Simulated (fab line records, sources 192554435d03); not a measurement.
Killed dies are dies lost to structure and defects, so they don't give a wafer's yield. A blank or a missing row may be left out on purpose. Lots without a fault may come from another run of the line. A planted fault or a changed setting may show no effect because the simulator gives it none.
A struck lot beside a sound one | flow n5_finfet | 15 steps out of a route of 1938
Sound: wafers L188.2, L188.5, L188.6. Struck: wafer L189.3. (L189.6 of the same lot was not struck and is left out.) The cause comes at the end.
At each step with rows: each side's tool, then ch and its chambers, then its first start. Under that, the readings that differ: sound wafers | struck wafers | difference of the means | sigmas: that difference in standard deviations of wafers without a fault.
alike: readings whose means differ by less than 2 such deviations, and words and numbers that are the same on both sides. not compared: withheld readings, readings that some wafer has no value for, bounds like >300 that may hide the same value, and numbers for which the record gives no deviation and whose values overlap.
The two part at a step that has a row with sigmas, a row that says differs or no value, or rows on one side only. Numbers that don't overlap but have no deviation are shown without sigmas and don't part them. A reading that every wafer of one side lacks parts them only if that side has two wafers or more.

first, 6 steps without rows for these wafers: N5_HKMG_FIN_STRIP_33 (strips in N2/H2); N5_HKMG_FIN_STRIP_34 (strips in CF4); N5_HKMG_FIN_ETCH_35 (etches SOC in N2/H2, target depth 215.8 nm, time 243.4 s); N5_HKMG_FIN_STRIP_92 (strips SOC in N2/H2, time 20 s); N5_HKMG_FIN_WET_ETCH_18 (etches TiN in SC1, time 55 s, target depth 5.2 nm, rinse time 30 s); N5_HKMG_FIN_STRIP_19 (strips in N2/H2, time 360 s).
N5_HKMG_FIN_ALD_91: deposits TiN, target thk 1 nm, pulse time 1 s, purge time 3 s.
  sound on ald_metal-02 ch 0,3, day 5 01:49; struck on ald_metal-02 ch 3, day 5 12:22
  alike: heater_power_w, precursor_pulse_height_rel, susceptor_temp_C
  not compared: co_reactant_pulse_time_s
then, 1 step without rows for these wafers: N5_HKMG_FIN_COAT_85 (time 60 s, resist thk 300 nm).
N5_HKMG_FIN_ETCH_86: etches SOC in N2/H2, stops on TiN, target depth 393.2 nm.
  sound on rie_diel-06 ch 0,3, day 5 02:09; struck on rie_diel-03 ch 0, day 5 12:43
  alike: chamber_pressure_mTorr, drypump_motor_current_A, h2_flow_sccm, oes_product_au, rf_vpp_V, showerhead_plenum_p_Torr, throttle_valve_pct
  not compared: rf_hours_counter_h
N5_HKMG_FIN_STRIP_89: strips SOC in N2/H2, time 20 s.
  sound on rie_diel-06 ch 0,3, day 5 02:13; struck on rie_diel-03 ch 1, day 5 12:46
  reading                | sound             | struck | difference | sigmas
  h2_flow_sccm (sccm)    | 299.5 300.5 298.7 | 301.6  | +2.0       | +2
  throttle_valve_pct (%) | 19.27 18.80 19.28 | 19.68  | +0.56      | +2
  alike: chamber_pressure_mTorr, drypump_motor_current_A, oes_product_au, rf_vpp_V, showerhead_plenum_p_Torr
  not compared: rf_hours_counter_h
then, 1 step without rows for these wafers: N5_HKMG_FIN_WET_ETCH_87 (etches TiN in SC1, time 154.2 s, target depth 4.7 nm, rinse time 30 s).
N5_HKMG_FIN_STRIP_88: strips in N2/H2, time 360 s.
  sound on plasma_asher-01 ch 0,1, day 5 02:24; struck on plasma_asher-02 ch 1, day 5 13:05
  reading                     | sound          | struck | difference | sigmas
  drypump_motor_current_A (A) | 5.64 5.66 5.78 | 6.39   | +0.70      | +2
  heater_power_w (W)          | 429 435 440    | 554    | +119       | +2
  alike: h2_flow_sccm
  not compared: rf_hours_counter_h
N5_HKMG_FIN_NWFM_ALD_20: deposits TiAlC, target thk 2 nm, pulse time 3 s, purge time 2 s.
  sound on ald_metal-04 ch 0,1, day 5 02:47; struck on ald_metal-04 ch 1, day 5 13:20
  reading                      | sound    | struck | difference | sigmas
  co_reactant_pulse_time_s (s) | 10 10 10 | 11.821 | +1.821     |
  alike: heater_power_w, precursor_pulse_height_rel, susceptor_temp_C
N5_HKMG_FIN_ALD_71: deposits TiN, target thk 1 nm, pulse time 1 s, purge time 3 s.
  sound on ald_metal-04 ch 0,1, day 5 02:53; struck on ald_metal-04 ch 1, day 5 13:26
  alike: heater_power_w, precursor_pulse_height_rel, susceptor_temp_C
  not compared: co_reactant_pulse_time_s
-- the record jumps here: 4 days lie between the struck wafers' starts before and after (it left off in module HKMG_FIN and takes up again in module BEOL_M4, whose first step shown is number 1111 of the route) --
N5_BEOL_M4_RC_MEAS_101:
  sound on prober-01 ch 0, day 9 08:28; struck on prober-02 ch 0, day 9 12:08
  reading        | sound                | struck | difference | sigmas
  IOFF_P (nA/um) | 0.285 0.307 0.242    | 0.193  | -0.085     | -3
  SS_P (mV/dec)  | 74.5 74.8 74.1       | 72.7   | -1.8       | -3
  VT_P (mV)      | -244.0 -243.1 -244.8 | -251.7 | -7.7       | -3
  alike: DIBL_N, DIBL_P, IOFF_N, ION_N, ION_P, SS_N, VT_N

WHERE THEY PART
First at N5_HKMG_FIN_STRIP_89; last, within this record, at N5_BEOL_M4_RC_MEAS_101.

WHY: what the simulator had put in
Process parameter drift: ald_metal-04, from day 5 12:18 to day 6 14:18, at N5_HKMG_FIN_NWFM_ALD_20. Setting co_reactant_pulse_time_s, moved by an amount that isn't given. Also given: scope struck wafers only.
